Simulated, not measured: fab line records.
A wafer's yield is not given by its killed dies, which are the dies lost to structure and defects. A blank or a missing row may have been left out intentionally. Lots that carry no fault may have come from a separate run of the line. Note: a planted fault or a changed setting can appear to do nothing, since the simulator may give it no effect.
Split-lot experiment :: flow n5 finfet :: 7 lots, 21 wafers read, on a route of 1938 steps

THE SPLIT
At N5_BEOL_M0_CUTY_DESCUM_61 (chemistry O2, time 7.9 s), the setting time s was moved away from the recipe's 7.9 s on 6 of the 21 wafers read, by +12.4% to +19.2%. All remaining wafers had this setting at the recipe value.

The file shows no step between the split and the reading.

THE READING
CAR-ArF-block_of_BEOL_M0_CUTY_COAT_51.thk nm (the simulator's own value, which no gauge read), in nm, at N5_BEOL_M0_CUTY_ETCH_62 (etches SiARC in CF4, time 58.5 s). The file gives no usual value for it. The 15 wafers here that ran the recipe average 118.4 nm, standard deviation 0.29 nm.

wafer: L074.1
tool, chamber at the split: rie diel-01, 1
time s as run, s: 7.9
against the recipe: recipe
CAR-ArF-block_of_BEOL_M0_CUTY_COAT_51.thk nm, nm: 118.6
against lot-mates on the recipe: -

wafer: L074.4
tool, chamber at the split: rie diel-01, 0
time s as run, s: 9.069
against the recipe: +14.8%
CAR-ArF-block_of_BEOL_M0_CUTY_COAT_51.thk nm, nm: 117.6
against lot-mates on the recipe: -1.0

wafer: L074.5
tool, chamber at the split: rie diel-01, 1
time s as run, s: 9.069
against the recipe: +14.8%
CAR-ArF-block_of_BEOL_M0_CUTY_COAT_51.thk nm, nm: 118
against lot-mates on the recipe: -0.6

wafer: L081.1
tool, chamber at the split: rie diel-01, 1
time s as run, s: 7.9
against the recipe: recipe
CAR-ArF-block_of_BEOL_M0_CUTY_COAT_51.thk nm, nm: 118.4
against lot-mates on the recipe: -

wafer: L081.2
tool, chamber at the split: rie diel-01, 3
time s as run, s: 7.9
against the recipe: recipe
CAR-ArF-block_of_BEOL_M0_CUTY_COAT_51.thk nm, nm: 118.6
against lot-mates on the recipe: -

wafer: L081.5
tool, chamber at the split: rie diel-01, 3
time s as run, s: 9.414
against the recipe: +19.2%
CAR-ArF-block_of_BEOL_M0_CUTY_COAT_51.thk nm, nm: 117.2
against lot-mates on the recipe: -1.3

wafer: L080.3
tool, chamber at the split: rie diel-01, 1
time s as run, s: 7.9
against the recipe: recipe
CAR-ArF-block_of_BEOL_M0_CUTY_COAT_51.thk nm, nm: 118.2
against lot-mates on the recipe: -

wafer: L080.5
tool, chamber at the split: rie diel-01, 1
time s as run, s: 7.9
against the recipe: recipe
CAR-ArF-block_of_BEOL_M0_CUTY_COAT_51.thk nm, nm: 118.6
against lot-mates on the recipe: -

wafer: L080.6
tool, chamber at the split: rie diel-01, 2
time s as run, s: 7.9
against the recipe: recipe
CAR-ArF-block_of_BEOL_M0_CUTY_COAT_51.thk nm, nm: 118.8
against lot-mates on the recipe: -

wafer: L083.1
tool, chamber at the split: rie diel-01, 2
time s as run, s: 9.303
against the recipe: +17.8%
CAR-ArF-block_of_BEOL_M0_CUTY_COAT_51.thk nm, nm: 117.6
against lot-mates on the recipe: -1.0

wafer: L083.2
tool, chamber at the split: rie diel-01, 0
time s as run, s: 7.9
against the recipe: recipe
CAR-ArF-block_of_BEOL_M0_CUTY_COAT_51.thk nm, nm: 118.6
against lot-mates on the recipe: -

wafer: L083.6
tool, chamber at the split: rie diel-01, 2
time s as run, s: 9.303
against the recipe: +17.8%
CAR-ArF-block_of_BEOL_M0_CUTY_COAT_51.thk nm, nm: 117.8
against lot-mates on the recipe: -0.8

wafer: L084.3
tool, chamber at the split: rie diel-01, 2
time s as run, s: 7.9
against the recipe: recipe
CAR-ArF-block_of_BEOL_M0_CUTY_COAT_51.thk nm, nm: 117.6
against lot-mates on the recipe: -

wafer: L084.4
tool, chamber at the split: rie diel-01, 3
time s as run, s: 7.9
against the recipe: recipe
CAR-ArF-block_of_BEOL_M0_CUTY_COAT_51.thk nm, nm: 118.2
against lot-mates on the recipe: -

wafer: L084.5
tool, chamber at the split: rie diel-01, 0
time s as run, s: 8.876
against the recipe: +12.4%
CAR-ArF-block_of_BEOL_M0_CUTY_COAT_51.thk nm, nm: 117.2
against lot-mates on the recipe: -0.7

wafer: L090.3
tool, chamber at the split: rie diel-06, 2,3
time s as run, s: 7.9
against the recipe: recipe
CAR-ArF-block_of_BEOL_M0_CUTY_COAT_51.thk nm, nm: 118.4
against lot-mates on the recipe: -

wafer: L090.4
tool, chamber at the split: rie diel-06, 2,3
time s as run, s: 7.9
against the recipe: recipe
CAR-ArF-block_of_BEOL_M0_CUTY_COAT_51.thk nm, nm: 118.4
against lot-mates on the recipe: -

wafer: L090.5
tool, chamber at the split: rie diel-06, 2
time s as run, s: 7.9
against the recipe: recipe
CAR-ArF-block_of_BEOL_M0_CUTY_COAT_51.thk nm, nm: 118.8
against lot-mates on the recipe: -

wafer: L097.1
tool, chamber at the split: rie diel-06, 1
time s as run, s: 7.9
against the recipe: recipe
CAR-ArF-block_of_BEOL_M0_CUTY_COAT_51.thk nm, nm: 118.4
against lot-mates on the recipe: -

wafer: L097.4
tool, chamber at the split: rie diel-06, 0
time s as run, s: 7.9
against the recipe: recipe
CAR-ArF-block_of_BEOL_M0_CUTY_COAT_51.thk nm, nm: 118.2
against lot-mates on the recipe: -

wafer: L097.6
tool, chamber at the split: rie diel-06, 1
time s as run, s: 7.9
against the recipe: recipe
CAR-ArF-block_of_BEOL_M0_CUTY_COAT_51.thk nm, nm: 118.6
against lot-mates on the recipe: -
Rows listing several chambers each stand for several wafers; the file does not say which wafer went through which chamber.

THE FIT
A straight line over all 21 wafers: CAR-ArF-block_of_BEOL_M0_CUTY_COAT_51.thk nm changes by -0.0518 nm for each +1% of time s; r = -0.79; the points scatter about the line by 0.31 nm.
The same after taking each lot's own level away (the mean of its wafers on the recipe; 21 wafers): -0.0563 nm for each +1%; r = -0.91; scatter 0.2 nm.
According to that fit, moving time s by its largest amount changes the reading by 1.1 nm.
Measured against the standard deviation above, the lots' own levels, which go from 117.90 to 118.60 nm, span 2.4 times it.
So the lot-to-lot level blurs the effect unless lot-mates are compared.
Check: for one of the wafers moved furthest among these (+19.2%), held out of the fit, the line's prediction against its lot-mates is -1.01 nm. It came out at -1.3 nm against them.

THE OTHER SPLITS THESE WAFERS WENT THROUGH
Note: prior to the reading, these wafers also went through further splits. Each is held against what the fit with the lots' levels taken away leaves over:
other split on the same wafers: N5_BEOL_M0_SAQP_PECVD_96 time s
wafers away from the commonest value: 7
r with CAR-ArF-block_of_BEOL_M0_CUTY_COAT_51.thk nm (lot level and that fit taken away): -0.16

other split on the same wafers: N5_BEOL_M0_SAQP_SPACER2_ALD_26 target thk a
wafers away from the commonest value: 8
r with CAR-ArF-block_of_BEOL_M0_CUTY_COAT_51.thk nm (lot level and that fit taken away): +0.27

other split on the same wafers: N5_BEOL_M0_SAQP_EXPOSE_37 dose mj
wafers away from the commonest value: 8
r with CAR-ArF-block_of_BEOL_M0_CUTY_COAT_51.thk nm (lot level and that fit taken away): +0.32

THE WHOLE CHAIN: every reading that the file lists as answering this split, in the file's order
step: N5_BEOL_M0_CUTY_DESCUM_61
what it does: chemistry O2, time 7.9 s
reading: CAR-ArF-block_of_BEOL_M0_CUTY_COAT_51.thk nm (the simulator's own value, which no gauge read)
change (the file's fit): -0.0542 nm for each +1% of the setting
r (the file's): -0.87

step: N5_BEOL_M0_CUTY_ETCH_62
what it does: etches SiARC in CF4, time 58.5 s
reading: CAR-ArF-block_of_BEOL_M0_CUTY_COAT_51.thk nm (the simulator's own value, which no gauge read)
change (the file's fit): -0.0582 nm for each +1% of the setting
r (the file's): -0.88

FILE'S OWN FIT
CAR-ArF-block_of_BEOL_M0_CUTY_COAT_51.thk nm changes by -0.0582 nm for each +1% of time s, r = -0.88.
